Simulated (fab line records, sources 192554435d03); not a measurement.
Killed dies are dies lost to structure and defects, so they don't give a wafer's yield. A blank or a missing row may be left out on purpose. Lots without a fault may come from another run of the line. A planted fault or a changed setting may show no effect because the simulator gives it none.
Which tool did it? | flow n5_finfet | 24 lots, 72 wafers sampled, at 5 steps of a route of 1938

WHAT THE GAUGES READ, wafer by wafer
N5_BEOL_M5_CD_MEAS_35: target cd 28 nm, target cd y 24 nm.
lot  | measured     | on        | cd_nm (nm)
L074 | day 8 02:07  | cd_sem-03 | 27.9 28.0 28.2
L076 | day 8 11:01  | cd_sem-02 | 28.8 28.3 27.9
L075 | day 8 12:08  | cd_sem-02 | 28.3 28.5 27.9
L077 | day 8 20:24  | cd_sem-02 | 28.3 27.9 28.1
L078 | day 8 23:19  | cd_sem-03 | 28.8 28.9 27.8
L079 | day 9 05:38  | cd_sem-01 | 27.5 27.8 27.9
L080 | day 9 11:38  | cd_sem-03 | 28.7 28.0 28.4
L082 | day 9 14:26  | cd_sem-03 | 27.7 27.6 28.3
L081 | day 9 19:25  | cd_sem-01 | 28.5 27.7 28.0
L083 | day 9 20:48  | cd_sem-02 | 28.5 29.0 28.2
L084 | day 10 02:38 | cd_sem-02 | 28.0 28.5 28.0
L088 | day 13 01:04 | cd_sem-03 | 27.7 27.1 28.2
L095 | day 13 06:19 | cd_sem-02 | 28.2 28.6 28.4
L094 | day 13 10:06 | cd_sem-02 | 28.6 28.9 28.2
L085 | day 13 13:52 | cd_sem-03 | 27.8 27.8 27.7
L090 | day 13 14:14 | cd_sem-01 | 28.2 27.6 28.5
L089 | day 13 21:31 | cd_sem-01 | 27.5 27.7 27.4
L092 | day 14 00:13 | cd_sem-01 | 27.9 28.2 28.2
L091 | day 14 06:44 | cd_sem-03 | 28.1 28.1 28.6
L087 | day 14 12:22 | cd_sem-01 | 27.3 28.0 28.0
L096 | day 14 16:37 | cd_sem-01 | 27.8 28.9 28.5
L093 | day 14 16:57 | cd_sem-02 | 27.9 28.0 27.7
L086 | day 14 23:56 | cd_sem-01 | 28.2 28.1 28.1
L097 | day 15 09:16 | cd_sem-02 | 27.6 28.6 27.9

N5_BEOL_M6_INSPECT_13: inspects for defects (brightfield).
lot  | measured     | on                | raw_defect_count
L074 | day 8 11:22  | defect_inspect-01 | 308 293 310
L076 | day 8 20:46  | defect_inspect-01 | 262 300 246
L075 | day 8 21:16  | defect_inspect-02 | 247 397 282
L077 | day 9 06:25  | defect_inspect-02 | 369 407 488
L078 | day 9 09:16  | defect_inspect-02 | 337 414 319
L079 | day 9 15:50  | defect_inspect-01 | 461 435 375
L080 | day 9 19:36  | defect_inspect-02 | 302 216 385
L082 | day 9 22:49  | defect_inspect-02 | 496 328 316
L081 | day 10 03:02 | defect_inspect-02 | 404 478 384
L083 | day 10 04:41 | defect_inspect-01 | 250 261 400
L084 | day 10 10:51 | defect_inspect-01 | 426 327 413
L088 | day 13 10:31 | defect_inspect-02 | 314 362 350
L095 | day 13 14:19 | defect_inspect-01 | 207 263 206
L094 | day 13 22:08 | defect_inspect-02 | 426 392 444
L085 | day 13 22:34 | defect_inspect-02 | 330 282 254
L090 | day 13 23:11 | defect_inspect-02 | 431 382 325
L089 | day 14 07:13 | defect_inspect-02 | 333 452 390
L092 | day 14 08:16 | defect_inspect-02 | 327 245 408
L091 | day 14 17:32 | defect_inspect-02 | 456 425 454
L087 | day 14 23:19 | defect_inspect-01 | 518 498 371
L096 | day 15 06:56 | defect_inspect-02 | 337 309 342
L093 | day 15 02:35 | defect_inspect-02 | 336 279 372
L086 | day 15 12:36 | defect_inspect-01 | 259 293 355
L097 | day 15 18:29 | defect_inspect-02 | 294 331 421

WHICH TOOL RAN EACH LOT (tool, then ch and the chambers of the sampled wafers, then the start)
lot  | N5_BEOL_M5_PRE_CLEAN_45      | N5_BEOL_M5_SPUTTER_88        | N5_BEOL_M5_ANNEAL_89
L074 | pvd_sputter-03, day 8 02:54  | pvd_sputter-01, day 8 06:55  | pvd_sputter-01, day 8 06:59
L076 | pvd_sputter-01, day 8 11:45  | pvd_sputter-02, day 8 15:44  | pvd_sputter-02, day 8 15:49
L075 | pvd_sputter-03, day 8 13:13  | pvd_sputter-01, day 8 17:11  | pvd_sputter-01, day 8 17:16
L077 | pvd_sputter-03, day 8 20:55  | pvd_sputter-03, day 9 00:46  | pvd_sputter-03, day 9 00:51
L078 | pvd_sputter-01, day 8 23:44  | pvd_sputter-01, day 9 03:32  | pvd_sputter-01, day 9 03:37
L079 | pvd_sputter-02, day 9 06:09  | pvd_sputter-01, day 9 10:14  | pvd_sputter-01, day 9 10:19
L080 | pvd_sputter-03, day 9 12:11  | pvd_sputter-03, day 9 16:04  | pvd_sputter-03, day 9 16:08
L082 | pvd_sputter-01, day 9 15:15  | pvd_sputter-01, day 9 19:13  | pvd_sputter-01, day 9 19:17
L081 | pvd_sputter-03, day 9 19:49  | pvd_sputter-03, day 9 23:35  | pvd_sputter-03, day 9 23:40
L083 | pvd_sputter-01, day 9 21:12  | pvd_sputter-02, day 10 01:07 | pvd_sputter-02, day 10 01:12
L084 | pvd_sputter-02, day 10 03:02 | pvd_sputter-03, day 10 06:48 | pvd_sputter-03, day 10 06:53
L088 | pvd_sputter-03, day 13 01:36 | pvd_sputter-02, day 13 05:30 | pvd_sputter-02, day 13 05:35
L095 | pvd_sputter-03, day 13 06:47 | pvd_sputter-01, day 13 10:33 | pvd_sputter-01, day 13 10:38
L094 | pvd_sputter-03, day 13 10:46 | pvd_sputter-02, day 13 14:32 | pvd_sputter-02, day 13 14:37
L085 | pvd_sputter-01, day 13 14:21 | pvd_sputter-03, day 13 18:57 | pvd_sputter-03, day 13 19:02
L090 | pvd_sputter-02, day 13 15:50 | pvd_sputter-02, day 13 19:45 | pvd_sputter-02, day 13 19:50
L089 | pvd_sputter-03, day 13 22:00 | pvd_sputter-02, day 14 02:07 | pvd_sputter-02, day 14 02:11
L092 | pvd_sputter-03, day 14 00:50 | pvd_sputter-03, day 14 04:50 | pvd_sputter-03, day 14 04:55
L091 | pvd_sputter-01, day 14 07:14 | pvd_sputter-01, day 14 11:06 | pvd_sputter-01, day 14 11:11
L087 | pvd_sputter-01, day 14 12:59 | pvd_sputter-01, day 14 17:28 | pvd_sputter-01, day 14 17:33
L096 | pvd_sputter-03, day 14 17:19 | pvd_sputter-02, day 15 00:40 | pvd_sputter-02, day 15 00:44
L093 | pvd_sputter-03, day 14 17:35 | pvd_sputter-03, day 14 21:23 | pvd_sputter-03, day 14 21:28
L086 | pvd_sputter-03, day 15 01:57 | pvd_sputter-03, day 15 07:51 | pvd_sputter-03, day 15 07:56
L097 | pvd_sputter-02, day 15 09:45 | pvd_sputter-01, day 15 14:58 | pvd_sputter-01, day 15 15:02
- N5_BEOL_M5_PRE_CLEAN_45: time 30 s.
- N5_BEOL_M5_SPUTTER_88: material Cu, target thk 15 nm, time 27.62 s.
- N5_BEOL_M5_ANNEAL_89: time 1800 s.

WHAT THE TOOLS THEMSELVES READ (means of the sampled wafers that have a number; where no wafer has one, the mark that the record gives instead)
N5_BEOL_M5_PRE_CLEAN_45.
lot  | tool           | heater_power_w (W) | susceptor_temp_C (C)
L074 | pvd_sputter-03 | 358                | 250.09
L076 | pvd_sputter-01 | 306                | 250.06
L075 | pvd_sputter-03 | 347                | 250.07
L077 | pvd_sputter-03 | 346                | 250.07
L078 | pvd_sputter-01 | 327                | 249.97
L079 | pvd_sputter-02 | 320                | 249.97
L080 | pvd_sputter-03 | 344                | 250.07
L082 | pvd_sputter-01 | 336                | 250.03
L081 | pvd_sputter-03 | 356                | 250.05
L083 | pvd_sputter-01 | 325                | 250.16
L084 | pvd_sputter-02 | 322                | 249.91
L088 | pvd_sputter-03 | 345                | 249.99
L095 | pvd_sputter-03 | 334                | 249.87
L094 | pvd_sputter-03 | 358                | 250.21
L085 | pvd_sputter-01 | 334                | 249.83
L090 | pvd_sputter-02 | 322                | 250.06
L089 | pvd_sputter-03 | 347                | 250.01
L092 | pvd_sputter-03 | 341                | 250.10
L091 | pvd_sputter-01 | 327                | 249.95
L087 | pvd_sputter-01 | 335                | 250.11
L096 | pvd_sputter-03 | 357                | 250.01
L093 | pvd_sputter-03 | 355                | 250.09
L086 | pvd_sputter-03 | 352                | 249.83
L097 | pvd_sputter-02 | 310                | 250.00

N5_BEOL_M5_SPUTTER_88.
lot  | tool           | substrate_temp_c (C) | susceptor_temp_C (C) | throttle_valve_pct (%)
L074 | pvd_sputter-01 | -19.99               | -19.99               | 30.8
L076 | pvd_sputter-02 | -20.03               | -19.97               | 29.7
L075 | pvd_sputter-01 | -20.00               | -20.06               | 30.2
L077 | pvd_sputter-03 | -19.93               | -19.94               | 29.4
L078 | pvd_sputter-01 | -20.03               | -19.97               | 30.6
L079 | pvd_sputter-01 | -19.93               | -20.03               | 30.1
L080 | pvd_sputter-03 | -20.03               | -20.03               | 30.2
L082 | pvd_sputter-01 | -20.07               | -20.05               | 30.6
L081 | pvd_sputter-03 | -19.86               | -20.04               | 30.3
L083 | pvd_sputter-02 | -20.05               | -19.84               | 29.6
L084 | pvd_sputter-03 | -20.06               | -20.00               | 29.5
L088 | pvd_sputter-02 | -19.88               | -20.00               | 29.3
L095 | pvd_sputter-01 | -20.03               | -20.07               | 30.2
L094 | pvd_sputter-02 | -20.03               | -20.02               | 28.8
L085 | pvd_sputter-03 | -20.11               | -20.06               | 31.2
L090 | pvd_sputter-02 | -20.03               | -19.96               | 29.4
L089 | pvd_sputter-02 | -19.96               | -20.06               | 28.9
L092 | pvd_sputter-03 | -19.95               | -19.96               | 30.3
L091 | pvd_sputter-01 | -19.94               | -20.03               | 30.5
L087 | pvd_sputter-01 | -20.12               | -20.02               | 30.0
L096 | pvd_sputter-02 | -20.02               | -20.06               | 29.2
L093 | pvd_sputter-03 | -20.05               | -19.97               | 29.3
L086 | pvd_sputter-03 | -20.09               | -20.04               | 30.0
L097 | pvd_sputter-01 | -20.04               | -19.99               | 30.2

N5_BEOL_M5_ANNEAL_89.
lot  | tool           | heater_power_w (W) | susceptor_temp_C (C)
L074 | pvd_sputter-01 | 792                | 399.96
L076 | pvd_sputter-02 | 820                | 399.99
L075 | pvd_sputter-01 | 820                | 399.79
L077 | pvd_sputter-03 | 844                | 399.93
L078 | pvd_sputter-01 | 813                | 399.98
L079 | pvd_sputter-01 | 837                | 400.06
L080 | pvd_sputter-03 | 854                | 399.71
L082 | pvd_sputter-01 | 813                | 399.94
L081 | pvd_sputter-03 | 860                | 399.82
L083 | pvd_sputter-02 | 815                | 400.05
L084 | pvd_sputter-03 | 883                | 400.26
L088 | pvd_sputter-02 | 796                | 400.04
L095 | pvd_sputter-01 | 842                | 399.87
L094 | pvd_sputter-02 | 789                | 399.78
L085 | pvd_sputter-03 | 823                | 400.08
L090 | pvd_sputter-02 | 817                | 399.94
L089 | pvd_sputter-02 | 815                | 399.90
L092 | pvd_sputter-03 | 864                | 400.14
L091 | pvd_sputter-01 | 800                | 400.44
L087 | pvd_sputter-01 | 824                | 399.93
L096 | pvd_sputter-02 | 813                | 400.14
L093 | pvd_sputter-03 | 882                | 400.12
L086 | pvd_sputter-03 | 887                | 400.01
L097 | pvd_sputter-01 | 814                | 399.90

THE ANSWER, worked out from the rows above alone
Rule: what is usual is taken from the lots themselves. Put in order of their means at a reading, lots are off if they are a third of the lots or fewer, leave a main group of 4 or more, and stand apart from it by a gap of 3 or more times the standard deviation of the main group's means; of several such gaps the widest counts. A main group whose means are all the same, to the digits that the tables above print for the reading, isn't used. A lot without any number at a reading at which 4 lots or more have one is off too. The other lots that the step has rows for count as sound. The gauges are gone through in route order, then the tools' own readings, and for those a lot's mean is taken as printed above. The first step at which some lot is off is used, and at that step the reading that is off furthest; a lot without a number counts as furthest.
No lot is off at any reading shown: from this, nothing can be told.

WHAT THE SIMULATOR HAD PUT IN
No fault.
